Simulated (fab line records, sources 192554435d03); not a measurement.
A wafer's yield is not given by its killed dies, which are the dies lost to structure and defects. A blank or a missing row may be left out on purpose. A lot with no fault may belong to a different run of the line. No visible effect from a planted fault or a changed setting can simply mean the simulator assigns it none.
fab line records + flow n5Finfet
record
- lots=11
- wafers=31
- lastDay=17
route steps=1938 shown FIN_SAQP@115 PASSIVATION@1936
lots untouched by any fault: they come from a run of this same line in which no faults occurred
startH: hours from the record's opening day to when the first of the lot's shown wafers began + waitH: how many hours have passed since the lot's step before this one + " unchanged from the row above + L1.1+2: a row that stands for several wafers + - value missing, or start not given + * or withheld: withheld + < > ~ a bound
route shown NAME@n: NAME is a module with steps in the file, n the number in the route of the first one + usual: mean and standard deviation over wafers with no fault + same: alike in all rows + chamber/n: place in a boat + sites: readings site by site + _std_site: their standard deviation + _edge_site: inner sites' mean taken away from outer sites' mean + radiusMm: how far each site lies from the wafer's centre + mask NAME#n: copy n + behind: the most recent tool/chamber to have shaped the wafer + hold: the reason the lot was held/the length of the hold in hours/how it ended + device: the n, p or np transistor that did not switch + end of line: the same wafers' tests at the end of the route + where a step has no rows: the recipe by itself + killed: dies that structure and defects cost at the first sort, which is not the same as the wafer's yield + map: the dies of a wafer, with x for killed, . for not killed, _ for no die there
set.NAME: the setting the step ran with; set.NAME@STEP: the setting that earlier step ran with + model.NAME: the simulator's own value behind a step, which no gauge read
one table for each step of the route and one row for each wafer, over a sample of lots
services: the hour from which a tool's chamber was out of use, counted from the record's first day as startH (under 0 if before that day), plus the number of hours and why
## steps
# step N5_FIN_SAQP_ETCH_51
# recipe
- chemistry=CF4
- target=SiARC
- targetDepthA=455
- maskMaterial=CAR-ArF
- timeS=75.8
- ionEnergyEv=80
- pressureMtorr=40
- sourceW=545
- biasW=36
- Ar_flow_sccm=100
- cf4FlowSccm=100
- ends=cleared
# usual
- drypumpMotorCurrentA=5.9/0.46
- etchRfOnTimeS=75.9/1.7
- oesProductAu=0.65/0.064
- rfVppV=183.9/1.1
- showerheadPlenumPTorr=2.13/0.062
- throttleValvePct=15.55/0.22
| lot.wafer | tool       | chamber | startH | waitH | drypumpMotorCurrentA | etchRfOnTimeS | oesProductAu | rfHoursCounterH | rfVppV | showerheadPlenumPTorr | throttleValvePct |
|-----------|------------|---------|--------|-------|----------------------|---------------|--------------|-----------------|--------|-----------------------|------------------|
| L162.1    | rieDiel-04 | 3       | 22.62  | 0.0   | 6.1                  | 74.8          | 0.74         | 60              | 181.4  | 2.09                  | 15.26            |
| L162.2    | "          | 0       | "      | "     | 6.6                  | 78.9          | 0.61         | 161             | 184.2  | 2.22                  | 15.38            |
| L162.5    | "          | 3       | "      | "     | 6.1                  | 75.4          | 0.74         | -               | 182.9  | 2.09                  | 15.25            |
| L164.1    | rieDiel-05 | 2       | 33.88  | 0.0   | 5.9                  | 75.3          | 0.62         | 193             | 182.6  | 2.05                  | 15.73            |
| L164.2    | "          | 0       | "      | "     | 5.9                  | 76.4          | 0.61         | 191             | 182.6  | 2.04                  | 15.47            |
| L164.4    | "          | 3       | "      | "     | 6.1                  | 78.0          | 0.63         | 179             | 185.0  | 2.22                  | 15.38            |
| L165.2    | rieDiel-03 | 3       | 40.07  | 0.0   | 5.5                  | 77.0          | 0.59         | 249             | 185.3  | 2.13                  | 16.00            |
| L165.3    | "          | 2       | "      | "     | 5.9                  | 76.7          | 0.63         | 175             | 185.0  | 2.21                  | 15.99            |
| L165.5    | "          | 3       | "      | "     | 5.5                  | 76.5          | 0.59         | -               | 182.4  | 2.13                  | 16.01            |
| L167.1    | rieDiel-05 | 2       | 52.16  | 0.0   | 5.9                  | 75.8          | 0.62         | 200             | 182.6  | 2.05                  | 15.76            |
| L167.4    | "          | 1       | "      | "     | 5.0                  | 75.6          | 0.65         | 151             | 184.0  | 2.14                  | 15.40            |
| L167.6    | "          | 3       | "      | "     | 6.1                  | 77.0          | 0.62         | -               | 184.3  | 2.21                  | 15.39            |
| L168.4    | rieDiel-05 | 1       | 57.47  | 0.0   | 5.0                  | 75.3          | 0.64         | 154             | 184.5  | 2.14                  | 15.39            |
| L168.5    | "          | 2       | "      | "     | 6.0                  | 74.8          | 0.62         | -               | 183.7  | 2.04                  | 15.78            |
| L168.6    | "          | 1       | "      | "     | 5.0                  | 75.5          | 0.64         | -               | 184.1  | 2.14                  | 15.41            |
| L172.1    | rieDiel-04 | 0       | 82.05  | 0.0   | 6.6                  | 80.3          | 0.60         | 183             | 184.8  | 2.22                  | 15.40            |
| L172.2    | "          | 1       | "      | "     | 6.1                  | 74.2          | 0.61         | 192             | 185.1  | 2.20                  | 15.37            |
| L172.6    | "          | 0       | "      | "     | 6.6                  | 79.4          | 0.59         | -               | 184.4  | 2.22                  | 15.41            |
| L174.1    | rieDiel-04 | 1       | 96.82  | 0.0   | 6.1                  | 74.4          | 0.62         | 196             | 184.9  | 2.20                  | 15.39            |
| L174.2    | "          | 2       | "      | "     | 6.3                  | 77.1          | 0.61         | 180             | 185.1  | 2.12                  | 15.85            |
| L174.4    | "          | 0       | "      | "     | 6.6                  | 79.9          | 0.60         | 187             | 183.8  | 2.21                  | 15.41            |
| L176.1    | rieDiel-03 | 1       | 110.21 | 0.0   | 6.6                  | 72.6          | 0.78         | 31              | 183.5  | 2.11                  | 15.24            |
| L176.5    | "          | 0       | "      | "     | 5.3                  | 75.6          | 0.64         | -               | 184.4  | 2.14                  | 15.66            |
| L181.1    | rieDiel-05 | 2       | 138.14 | 0.0   | 5.9                  | 75.5          | 0.60         | 229             | 182.4  | 2.04                  | 15.82            |
| L181.6    | "          | 2       | "      | "     | 5.9                  | 75.5          | 0.60         | -               | 181.7  | 2.04                  | 15.82            |
| L182.1    | rieDiel-04 | 1       | 142.26 | 0.0   | 6.1                  | 74.3          | 0.61         | 212             | 183.8  | 2.19                  | 15.42            |
| L182.2    | "          | 2       | "      | "     | 6.4                  | 76.7          | 0.61         | 196             | 183.9  | 2.12                  | 15.91            |
| L182.6    | "          | 1       | "      | "     | 6.1                  | 74.0          | 0.61         | -               | 185.4  | 2.19                  | 15.42            |
| L184.1    | rieDiel-03 | 1       | 153.40 | 0.0   | 6.6                  | 72.1          | 0.76         | 49              | 183.2  | 2.10                  | 15.28            |
| L184.4    | "          | 0       | "      | "     | 5.4                  | 76.1          | 0.62         | 179             | 183.0  | 2.14                  | 15.70            |
| L184.6    | "          | 2       | "      | "     | 6.0                  | 76.8          | 0.61         | -               | 183.8  | 2.20                  | 16.05            |
# step N5_FIN_SAQP_HM_OPEN_73
# recipe
- chemistry=CHF3/O2
- target=SiO2
- stopOn=a-Si
- targetDepthA=120
- overEtchFrac=1.8
- maskMaterial=SOC
- timeS=16.8
- pressureMtorr=30
- sourceW=650
- biasW=170
- Ar_flow_sccm=200
- CHF3_flow_sccm=50
- O2_flow_sccm=5
- ionEnergyEv=200
- ends=endPoint
# usual
- drypumpMotorCurrentA=5.9/0.46
- oesProductAu=0.45/0.041
- rfVppV=519/9.9
- showerheadPlenumPTorr=2.40/0.074
- throttleValvePct=18.73/0.22
| lot.wafer | tool       | chamber | startH | waitH | drypumpMotorCurrentA | oesProductAu | rfHoursCounterH | rfVppV | showerheadPlenumPTorr | throttleValvePct |
|-----------|------------|---------|--------|-------|----------------------|--------------|-----------------|--------|-----------------------|------------------|
| L162.1    | rieDiel-04 | 3       | 22.79  | 0.0   | 6.0                  | 0.51         | 60              | 539    | 2.36                  | 18.51            |
| L162.2    | "          | 0       | "      | "     | 6.6                  | 0.44         | 162             | 532    | 2.51                  | 18.57            |
| L162.5    | "          | 3       | "      | "     | 6.1                  | 0.51         | -               | 538    | 2.36                  | 18.52            |
| L164.1    | rieDiel-05 | 2       | 34.04  | 0.0   | 6.0                  | 0.43         | 193             | 516    | 2.29                  | 18.85            |
| L164.2    | "          | 0       | "      | "     | 5.9                  | 0.43         | 192             | 507    | 2.29                  | 18.59            |
| L164.4    | "          | 3       | "      | "     | 6.2                  | 0.44         | 179             | 505    | 2.49                  | 18.55            |
| L165.2    | rieDiel-03 | 3       | 40.23  | 0.0   | 5.5                  | 0.41         | 249             | 530    | 2.39                  | 19.16            |
| L165.3    | "          | 2       | "      | "     | 6.0                  | 0.45         | 175             | 528    | 2.51                  | 19.32            |
| L165.5    | "          | 3       | "      | "     | 5.5                  | 0.41         | -               | 529    | 2.39                  | 19.15            |
| L167.1    | rieDiel-05 | 2       | 52.32  | 0.0   | 5.9                  | 0.43         | 200             | 517    | 2.29                  | 18.87            |
| L167.4    | "          | 1       | "      | "     | 5.0                  | 0.45         | 152             | 508    | 2.41                  | 18.58            |
| L167.6    | "          | 3       | "      | "     | 6.1                  | 0.44         | -               | 506    | 2.49                  | 18.56            |
| L168.4    | rieDiel-05 | 1       | 57.64  | 0.0   | 5.0                  | 0.45         | 154             | 509    | 2.41                  | 18.59            |
| L168.5    | "          | 2       | "      | "     | 5.9                  | 0.43         | -               | 519    | 2.29                  | 18.89            |
| L168.6    | "          | 1       | "      | "     | 5.0                  | 0.45         | -               | 509    | 2.41                  | 18.57            |
| L172.1    | rieDiel-04 | 0       | 82.21  | 0.0   | 6.6                  | 0.43         | 183             | 533    | 2.50                  | 18.60            |
| L172.2    | "          | 1       | "      | "     | 6.1                  | 0.43         | 192             | 521    | 2.48                  | 18.54            |
| L172.6    | "          | 0       | "      | "     | 6.6                  | 0.43         | -               | 532    | 2.50                  | 18.60            |
| L174.1    | rieDiel-04 | 1       | 96.98  | 0.0   | 6.1                  | 0.44         | 196             | 523    | 2.48                  | 18.56            |
| L174.2    | "          | 2       | "      | "     | 6.4                  | 0.44         | 180             | 515    | 2.38                  | 19.00            |
| L174.4    | "          | 0       | "      | "     | 6.6                  | 0.43         | 187             | 533    | 2.50                  | 18.61            |
| L176.1    | rieDiel-03 | 1       | 110.37 | 0.0   | 6.6                  | 0.54         | 32              | 518    | 2.37                  | 18.48            |
| L176.5    | "          | 0       | "      | "     | 5.3                  | 0.45         | -               | 520    | 2.41                  | 18.83            |
| L181.1    | rieDiel-05 | 2       | 138.30 | 0.0   | 6.0                  | 0.42         | 230             | 517    | 2.28                  | 18.93            |
| L181.6    | "          | 2       | "      | "     | 6.0                  | 0.42         | -               | 517    | 2.28                  | 18.94            |
| L182.1    | rieDiel-04 | 1       | 142.43 | 0.0   | 6.0                  | 0.42         | 213             | 523    | 2.47                  | 18.59            |
| L182.2    | "          | 2       | "      | "     | 6.4                  | 0.43         | 197             | 513    | 2.38                  | 19.04            |
| L182.6    | "          | 1       | "      | "     | 6.1                  | 0.42         | -               | 521    | 2.47                  | 18.58            |
| L184.1    | rieDiel-03 | 1       | 153.57 | 0.0   | 6.6                  | 0.52         | 49              | 518    | 2.36                  | 18.50            |
| L184.4    | "          | 0       | "      | "     | 5.4                  | 0.43         | 179             | 520    | 2.40                  | 18.85            |
| L184.6    | "          | 2       | "      | "     | 6.0                  | 0.44         | -               | 525    | 2.49                  | 19.37            |
# step N5_FIN_SAQP_ETCH_57
# recipe
- chemistry=CH3F/O2
- target=SiNx
- maskMaterial=SiO2
- targetDepthA=325
- timeS=46.4
- pressureMtorr=30
- sourceW=395
- biasW=73
- Ar_flow_sccm=150
- CH3F_flow_sccm=30
- O2_flow_sccm=20
- ionEnergyEv=120
- ends=cleared
# usual
- CH3F_flow_sccm=30.00/0.095
- drypumpMotorCurrentA=5.9/0.47
- etchRfOnTimeS=46.6/1
- oesProductAu=0.64/0.066
- rfVppV=294/5.3
- showerheadPlenumPTorr=1.99/0.067
- throttleValvePct=16.25/0.21
| lot.wafer | tool       | chamber | startH | waitH | CH3F_flow_sccm | drypumpMotorCurrentA | etchRfOnTimeS | oesProductAu | rfHoursCounterH | rfVppV | showerheadPlenumPTorr | throttleValvePct |
|-----------|------------|---------|--------|-------|----------------|----------------------|---------------|--------------|-----------------|--------|-----------------------|------------------|
| L162.1    | rieDiel-04 | 0       | 25.01  | 0.1   | 30.16          | 6.6                  | 48.5          | 0.62         | 163             | 302    | 2.08                  | 16.09            |
| L162.2    | "          | 1       | "      | "     | 30.04          | 6.1                  | 46.2          | 0.63         | 171             | 298    | 2.07                  | 16.08            |
| L162.5    | "          | 1       | "      | "     | 30.05          | 6.1                  | 46.7          | 0.64         | -               | 296    | 2.07                  | 16.08            |
| L164.1    | rieDiel-05 | 2       | 36.07  | 0.0   | 29.95          | 5.9                  | 45.3          | 0.62         | 194             | 294    | 1.90                  | 16.41            |
| L164.2    | "          | 3       | "      | "     | 29.96          | 6.1                  | 46.2          | 0.62         | 180             | 288    | 2.07                  | 16.10            |
| L164.4    | "          | 0       | "      | "     | 29.77          | 5.9                  | 46.3          | 0.61         | 193             | 288    | 1.89                  | 16.16            |
| L165.2    | rieDiel-04 | 3       | 42.42  | 0.0   | 30.01          | 6.1                  | 44.3          | 0.73         | 67              | 305    | 1.95                  | 16.02            |
| L165.3    | "          | 0       | "      | "     | 30.00          | 6.6                  | 46.9          | 0.61         | 169             | 302    | 2.08                  | 16.08            |
| L165.5    | "          | 3       | "      | "     | 29.99          | 6.1                  | 44.8          | 0.73         | -               | 306    | 1.95                  | 16.04            |
| L167.1    | rieDiel-03 | 1       | 54.67  | 0.0   | 29.87          | 6.6                  | 44.7          | 0.80         | 15              | 293    | 1.97                  | 15.96            |
| L167.4    | "          | 2       | "      | "     | 29.90          | 6.0                  | 47.3          | 0.63         | -               | 298    | 2.08                  | 16.80            |
| L167.6    | "          | 1       | "      | "     | 29.80          | 6.6                  | 46.1          | 0.81         | -               | 294    | 1.97                  | 15.95            |
| L168.4    | rieDiel-05 | 2       | 59.49  | 0.0   | 30.12          | 6.0                  | 46.1          | 0.62         | 203             | 293    | 1.89                  | 16.42            |
| L168.5    | "          | 1       | "      | "     | 30.18          | 5.0                  | 47.7          | 0.64         | -               | 290    | 2.00                  | 16.12            |
| L168.6    | "          | 0       | "      | "     | 29.96          | 5.9                  | 46.9          | 0.60         | -               | 288    | 1.89                  | 16.18            |
| L172.1    | rieDiel-04 | 1       | 84.81  | 0.0   | 29.98          | 6.1                  | 46.0          | 0.61         | 193             | 295    | 2.06                  | 16.12            |
| L172.2    | "          | 2       | "      | "     | 29.99          | 6.3                  | 47.1          | 0.61         | 176             | 292    | 1.98                  | 16.50            |
| L172.6    | "          | 3       | "      | "     | 29.76          | 6.1                  | 46.6          | 0.72         | -               | 306    | 1.95                  | 16.05            |
| L174.1    | rieDiel-04 | 0       | 99.12  | 0.1   | 30.00          | 6.6                  | 46.7          | 0.59         | 188             | 303    | 2.07                  | 16.12            |
| L174.2    | "          | 1       | "      | "     | 30.02          | 6.1                  | 46.1          | 0.61         | 198             | 295    | 2.06                  | 16.13            |
| L174.4    | "          | 3       | "      | "     | 30.04          | 6.1                  | 47.0          | 0.70         | 86              | 306    | 1.94                  | 16.08            |
| L176.1    | rieDiel-05 | 2       | 112.49 | 0.0   | 29.96          | 5.9                  | 57.9          | 0.53         | 222             | 293    | 1.89                  | 16.46            |
| L176.5    | "          | 2       | "      | "     | 29.98          | 5.9                  | 60.1          | 0.53         | -               | 294    | 1.89                  | 16.46            |
| L181.1    | rieDiel-05 | 3       | 140.32 | 0.0   | 30.04          | 6.1                  | 55.0          | 0.54         | 217             | 287    | 2.06                  | 16.16            |
| L181.6    | "          | 2       | "      | "     | 30.03          | 5.9                  | 46.0          | 0.60         | -               | 293    | 1.89                  | 16.47            |
| L182.1    | rieDiel-05 | 0       | 144.43 | 0.0   | 30.15          | 5.8                  | 57.6          | 0.52         | 226             | 289    | 1.88                  | 16.22            |
| L182.2    | "          | 2       | "      | "     | 29.94          | 5.9                  | 46.9          | 0.58         | 231             | 293    | 1.89                  | 16.47            |
| L182.6    | "          | 1       | "      | "     | 29.83          | 5.0                  | 47.1          | 0.61         | -               | 290    | 1.99                  | 16.18            |
| L184.1    | rieDiel-04 | 3       | 155.42 | 0.0   | 29.87          | 6.1                  | 45.9          | 0.70         | 108             | 304    | 1.94                  | 16.11            |
| L184.4    | "          | 1       | "      | "     | 29.92          | 6.1                  | 45.8          | 0.60         | -               | 296    | 2.06                  | 16.18            |
| L184.6    | "          | 3       | "      | "     | 29.90          | 6.1                  | 46.6          | 0.69         | -               | 304    | 1.94                  | 16.12            |
# step N5_FIN_SAQP_SPACER2_ETCHBACK_29
# recipe
- chemistry=CHF3/O2
- mode=anisotropicEtchback
- target=SiO2
- targetDepthA=122
- timeS=6.1
- pressureMtorr=30
- sourceW=650
- biasW=170
- Ar_flow_sccm=200
- CHF3_flow_sccm=50
- O2_flow_sccm=5
- ionEnergyEv=200
# usual
- drypumpMotorCurrentA=6.0/0.44
- oesProductAu=0.76/0.077
- rfVppV=522/9.5
- showerheadPlenumPTorr=2.41/0.071
- throttleValvePct=18.82/0.25
| lot.wafer | tool       | chamber | startH | waitH | drypumpMotorCurrentA | oesProductAu | rfHoursCounterH | rfVppV | showerheadPlenumPTorr | throttleValvePct |
|-----------|------------|---------|--------|-------|----------------------|--------------|-----------------|--------|-----------------------|------------------|
| L162.1    | rieDiel-04 | 1       | 26.31  | 0.2   | 6.1                  | 0.73         | 171             | 521    | 2.49                  | 18.60            |
| L162.2    | "          | 3       | "      | "     | 6.1                  | 0.86         | 61              | 539    | 2.36                  | 18.60            |
| L162.5    | "          | 2       | "      | "     | 6.3                  | 0.74         | -               | 514    | 2.39                  | 19.04            |
| L164.1    | rieDiel-04 | 0       | 37.87  | 0.2   | 6.6                  | 0.72         | 167             | 533    | 2.50                  | 18.65            |
| L164.2    | "          | 1       | "      | "     | 6.1                  | 0.74         | 175             | 521    | 2.49                  | 18.62            |
| L164.4    | "          | 3       | "      | "     | 6.1                  | 0.86         | 65              | 539    | 2.36                  | 18.63            |
| L165.2    | rieDiel-03 | 1       | 43.84  | 0.2   | 6.6                  | 0.95         | 10              | 518    | 2.38                  | 18.51            |
| L165.3    | "          | 0       | "      | "     | 5.3                  | 0.75         | 141             | 522    | 2.42                  | 18.86            |
| L165.5    | "          | 2       | "      | "     | 6.0                  | 0.74         | -               | 527    | 2.50                  | 19.41            |
| L167.1    | rieDiel-04 | 2       | 56.06  | 0.2   | 6.4                  | 0.73         | 166             | 515    | 2.39                  | 19.06            |
| L167.4    | "          | 3       | "      | "     | 6.1                  | 0.85         | 72              | 539    | 2.35                  | 18.62            |
| L167.6    | "          | 3       | "      | "     | 6.1                  | 0.85         | -               | 537    | 2.35                  | 18.62            |
| L168.4    | rieDiel-05 | 3       | 60.90  | 0.2   | 6.1                  | 0.72         | 189             | 507    | 2.49                  | 18.61            |
| L168.5    | "          | 3       | "      | "     | 6.1                  | 0.72         | -               | 506    | 2.49                  | 18.64            |
| L168.6    | "          | 0       | "      | "     | 5.9                  | 0.71         | -               | 507    | 2.28                  | 18.67            |
| L172.1    | rieDiel-04 | 0       | 86.11  | 0.2   | 6.6                  | 0.71         | 184             | 531    | 2.50                  | 18.66            |
| L172.2    | "          | 2       | "      | "     | 6.3                  | 0.73         | 176             | 515    | 2.38                  | 19.06            |
| L172.6    | "          | 1       | "      | "     | 6.1                  | 0.72         | -               | 521    | 2.48                  | 18.61            |
| L174.1    | rieDiel-03 | 0       | 102.47 | 0.3   | 5.3                  | 0.74         | 160             | 519    | 2.41                  | 18.91            |
| L174.2    | "          | 3       | "      | "     | 5.5                  | 0.96         | 11              | 529    | 2.39                  | 18.89            |
| L174.4    | "          | 2       | "      | "     | 5.9                  | 0.73         | 197             | 526    | 2.50                  | 19.40            |
| L176.1    | rieDiel-04 | 0       | 113.83 | 0.2   | 6.6                  | 0.70         | 195             | 532    | 2.49                  | 18.69            |
| L176.5    | "          | 0       | "      | "     | 6.6                  | 0.70         | -               | 531    | 2.49                  | 18.68            |
| L181.1    | rieDiel-05 | 2       | 141.62 | 0.2   | 6.0                  | 0.70         | 230             | 517    | 2.28                  | 19.01            |
| L181.6    | "          | 0       | "      | "     | 5.8                  | 0.69         | -               | 507    | 2.27                  | 18.72            |
| L182.1    | rieDiel-05 | 1       | 146.28 | 0.2   | 5.0                  | 0.71         | 182             | 509    | 2.40                  | 18.70            |
| L182.2    | "          | 2       | "      | "     | 5.9                  | 0.69         | 232             | 516    | 2.28                  | 19.00            |
| L182.6    | "          | 2       | "      | "     | 5.9                  | 0.69         | -               | 517    | 2.28                  | 19.02            |
| L184.1    | rieDiel-03 | 1       | 156.72 | 0.2   | 6.5                  | 0.88         | 50              | 518    | 2.36                  | 18.59            |
| L184.4    | "          | 2       | "      | "     | 6.0                  | 0.71         | 213             | 526    | 2.49                  | 19.46            |
| L184.6    | "          | 0       | "      | "     | 5.4                  | 0.73         | -               | 520    | 2.40                  | 18.94            |
# step N5_PASSIVATION_PROBE_49
# usual
- killed_at_M0_to_M3=34/11
- killed_at_M4_up=14/5.7
- killedAtContacts=14/6.9
- killedAtFrontEnd=40/11
- killedAtOther=4/3.1
- killedDies=105/17
- killedOpen=70/13
- killedShort=34/7.6
# same
- grossDies=1180
- killedAtBackSide=0
| lot.wafer | tool      | chamber | startH | waitH | killed_at_M0_to_M3 | killed_at_M4_up | killedAtContacts | killedAtFrontEnd | killedAtOther | killedDies | killedOpen | killedShort |
|-----------|-----------|---------|--------|-------|--------------------|-----------------|------------------|------------------|---------------|------------|------------|-------------|
| L168.4    | prober-01 | -       | 309.19 | 0.2   | 34                 | 11              | 12               | 52               | 4             | 113        | 73         | 40          |
| L168.5    | prober-01 | -       | 309.24 | 0.2   | 37                 | 7               | 10               | 46               | 4             | 104        | 75         | 29          |
| L168.6    | prober-01 | -       | 309.29 | 0.3   | 30                 | 9               | 6                | 63               | 2             | 110        | 70         | 39          |
| L181.1    | prober-01 | -       | 403.27 | 0.0   | 24                 | 10              | 13               | 28               | 4             | 79         | 49         | 30          |
| L181.6    | prober-01 | -       | 403.52 | 0.3   | 55                 | 13              | 16               | 33               | 2             | 119        | 84         | 35          |
# killed by level:class
L168.4 FIN_SAQP:geometricParticle:open=15 FIN_SAQP:geometricParticle:short=12 BEOL_M0_SAQP:geometricParticle:open=10 MOL_CONTACT_COAG:geometricParticle:open=9 BEOL_M0_SAQP:geometricParticle:short=8 DUMMY_GATE:geometricParticle:open=6 BEOL_M0:geometricParticle:open=6 DUMMY_GATE:geometricParticle:short=4
L168.5 FIN_SAQP:geometricParticle:open=11 FIN_SAQP:geometricParticle:short=9 MOL_CONTACT_COAG:geometricParticle:open=8 BEOL_M3:geometricParticle:open=7 BEOL_M0:geometricParticle:open=7 DUMMY_GATE:geometricParticle:open=6 BEOL_M0_SAQP:geometricParticle:short=6 BEOL_M2:geometricParticle:open=6
L168.6 STI_FIN_REVEAL:geometricParticle:open=15 FIN_SAQP:geometricParticle:open=12 FIN_SAQP:geometricParticle:short=11 BEOL_M2:geometricParticle:open=8 BEOL_M3:geometricParticle:open=6 DUMMY_GATE:geometricParticle:short=5 BEOL_M0_SAQP:geometricParticle:open=5 GATE_CUT:geometricParticle:short=4
L181.1 MOL_CONTACT_COAG:geometricParticle:open=10 FIN_SAQP:geometricParticle:open=7 BEOL_M0_SAQP:geometricParticle:open=7 STI_FIN_REVEAL:geometricParticle:open=6 BEOL_M0_SAQP:geometricParticle:short=5 FIN_SAQP:geometricParticle:short=4 BEOL_M3:geometricParticle:open=4 GATE_CUT:geometricParticle:short=3
L181.6 STI_FIN_REVEAL:geometricParticle:open=13 MOL_CONTACT_COAG:geometricParticle:open=12 BEOL_M0_SAQP:geometricParticle:open=12 BEOL_M0_SAQP:geometricParticle:short=10 BEOL_M0:geometricParticle:open=9 BEOL_M3:geometricParticle:open=6 BEOL_M2:geometricParticle:open=5 FIN_SAQP:geometricParticle:open=4
## services
| tool       | chamber | startH | hours | kind                        |
|------------|---------|--------|-------|-----------------------------|
| rieDiel-03 | 0       | 5.82   | 4.5   | repair                      |
| rieDiel-03 | 1       | 11.62  | 21.1  | repair                      |
| rieDiel-05 | 0       | 37.87  | 5.3   | repair                      |
| rieDiel-03 | 3       | 42.17  | -     | clean                       |
| rieDiel-03 | 3       | 42.17  | -     | consumableReplace:focusRing |
| rieDiel-03 | 3       | 42.17  | 19.3  | scheduledDown               |
| rieDiel-03 | 3       | 42.17  | 19.3  | ventCycle                   |
| rieDiel-03 | -       | 95.44  | 6.3   | repair                      |
| rieDiel-04 | 1       | 111.29 | 4.4   | repair                      |
| rieDiel-04 | 0       | 137.60 | 42.6  | repair                      |
## key
firstSign
- step=N5_FIN_SAQP_ETCH_57
- reading=etchRfOnTimeS
- direction=up
- sigmas=11
- usual=*
- struck=*
effect none on later readings
metAt N5_FIN_SAQP_ETCH_57
struckLots L176,L181,L182
struckWafers L176.1,L176.5,L181.1,L182.1
testerLeftOut L176,L181,L182
notActingAt N5_FIN_SAQP_ETCH_51,N5_FIN_SAQP_HM_OPEN_73,N5_FIN_SAQP_SPACER2_ETCHBACK_29
onsetBetween 59.49 112.49
fault
- kind=processParameterDrift
- tool=rieDiel-05
- chamber=-
- onsetH=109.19
- steps=N5_FIN_SAQP_ETCH_57
- channel=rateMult
- offset=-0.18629
- shape=step
- endH=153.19
- scope=struckWafersOnly
# testerLeftOut: of these lots the tester's yield and bins aren't shown, on N5 and GAA mostly nor the transistor test; their killed dies are dies lost to structure and defects alone, not to doping, threshold or leakage, so they don't give the yield
